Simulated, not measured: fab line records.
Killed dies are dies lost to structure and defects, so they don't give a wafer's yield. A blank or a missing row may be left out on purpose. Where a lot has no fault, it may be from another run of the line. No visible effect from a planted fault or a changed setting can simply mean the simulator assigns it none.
Comparing a struck lot with a sound one / flow nand-harc / 20 steps out of a route of 1159
Sound: these wafers, L847.3, L847.4, L847.5. Struck: wafer L859.6. (L859.3, L859.5 of the same lot were not struck and are left out.) The cause comes at the end.
Each step with rows lists, per side, the tool, then ch with its chambers, then its first start. Under that, the readings that differ: sound wafers / struck wafers / difference of the means / sigmas: that difference in standard deviations of wafers without a fault.
alike: same words and numbers on both sides, and readings whose means sit less than 2 such deviations apart. not compared: any withheld reading, any reading some wafer has no value for, any bound like >300 that may hide the same value, and any number with overlapping values for which the record gives no deviation.
The two part at a step that has a row with sigmas, a row that says differs or no value, or rows on one side only. Non-overlapping numbers with no deviation appear without sigmas and do not part them. A reading that every wafer of one side lacks parts them only if that side has two wafers or more.

NHARC_P_ZERO_WELL_CD_MEAS_11: target cd 500 nm.
  sound on cd-sem-01 ch 0, day 1 13:08; struck on cd-sem-02 ch 0, day 4 13:16
  alike: cd-nm
then, 1 step without rows for these wafers: NHARC_P_ZERO_WELL_HARDBAKE_12 (time 65 s).
NHARC_P_ZERO_WELL_DESCUM_13: chemistry O2, time 3 s.
  sound on rie-diel-02 ch 0,1,2, day 1 13:17; struck on rie-diel-04 ch 0, day 4 13:25
  alike: drypump-motor-current-A, o2-flow-sccm, oes-product-au, rf-vpp-V, showerhead-plenum-p-Torr, throttle-valve-pct
  not compared: rf-hours-counter-h
NHARC_P_ZERO_WELL_ETCH_65: etches the open film in N2/H2, target depth 80 nm, overetch 24 nm, time 87.88 s.
  sound on rie-diel-02 ch 2,3, day 1 13:22; struck on rie-diel-04 ch 3, day 4 13:29
reading=drypump-motor-current-A (A); sound=5.7 5.4 5.4; struck=6.4; difference=+0.9; sigmas=+2
  alike: oes-product-au, rf-vpp-V, showerhead-plenum-p-Torr, throttle-valve-pct
  not compared: rf-hours-counter-h
NHARC_P_ZERO_WELL_ETCH_62: etches the open film in CHF3/Ar, target depth 13 nm, time 6.5 s.
  sound: rie-diel-02 ch 0,1,3; struck: rie-diel-04 ch 2
  alike: drypump-motor-current-A, oes-product-au, rf-vpp-V, showerhead-plenum-p-Torr, throttle-valve-pct
  not compared: rf-hours-counter-h
NHARC_P_ZERO_WELL_ETCH_63: etches the open film in HBr/Cl2, target depth 120 nm, time 40.1 s.
  sound on rie-si-03 ch 0,1,2, day 1 13:34; struck on rie-si-01 ch 1, day 4 13:40
  alike: drypump-motor-current-A, mfc-cl2-sccm, oes-product-au, throttle-valve-pct
  not compared: rf-hours-counter-h
then, 6 steps without rows for these wafers: NHARC_P_ZERO_WELL_STRIP_15 (strips in SPM, time 900 s); NHARC_P_ZERO_WELL_DEHYDRATE_16 (time 120 s); NHARC_P_ZERO_WELL_HMDS_17 (time 30 s); NHARC_P_ZERO_WELL_COAT_18; NHARC_P_ZERO_WELL_SOFTBAKE_19 (time 95 s); NHARC_P_ZERO_WELL_EBR_20.
NHARC_P_ZERO_WELL_EXPOSE_21: exposes mask P NWELL, target cd 720 nm.
  sound on krf-scanner-01 ch 0, day 1 14:19; struck on krf-scanner-03 ch 0, day 4 14:27
  alike: mask
then, 2 steps without rows for these wafers: NHARC_P_ZERO_WELL_PEB_22 (peb time 85 s); NHARC_P_ZERO_WELL_DEVELOP_23 (time 70 s).
NHARC_P_ZERO_WELL_CD_MEAS_24: target cd 720 nm.
  sound on cd-sem-03 ch 0, day 1 14:28; struck on cd-sem-01 ch 0, day 4 14:36
reading=cd-nm (nm); sound=717.0 721.2 719.1; struck=753.1; difference=+34.0; sigmas=+19
then, 1 step without rows for these wafers: NHARC_P_ZERO_WELL_HARDBAKE_25 (time 80 s).
NHARC_P_ZERO_WELL_DESCUM_26: chemistry O2, time 3 s.
  sound on rie-diel-07 ch 0,1,2, day 1 14:37; struck on rie-diel-07 ch 1, day 4 14:47
reading=model.P_ZERO_WELL.cd-nm (nm); sound=717.3 721.8 719.2; struck=753.7; difference=+34.3; sigmas=
  alike: drypump-motor-current-A, o2-flow-sccm, oes-product-au, rf-vpp-V, showerhead-plenum-p-Torr, throttle-valve-pct
  not compared: rf-hours-counter-h
following that, these wafers have no rows for 1 step: NHARC_P_ZERO_WELL_IMPLANT_27.
-- record jumps: 18 days between struck wafers' starts before vs after; left off in module P_ZERO_WELL, resumes in module END, first step shown is number 1159 of the route --
NHARC_END_SORT_01:
  only the struck wafers appear in the record here, on prober-01 ch 0 at day 23 02:46; the sound ones have no rows

WHERE THEY PART
At NHARC_P_ZERO_WELL_ETCH_65 first; at NHARC_END_SORT_01 last (within this record only).

WHY: the cause the simulator had injected
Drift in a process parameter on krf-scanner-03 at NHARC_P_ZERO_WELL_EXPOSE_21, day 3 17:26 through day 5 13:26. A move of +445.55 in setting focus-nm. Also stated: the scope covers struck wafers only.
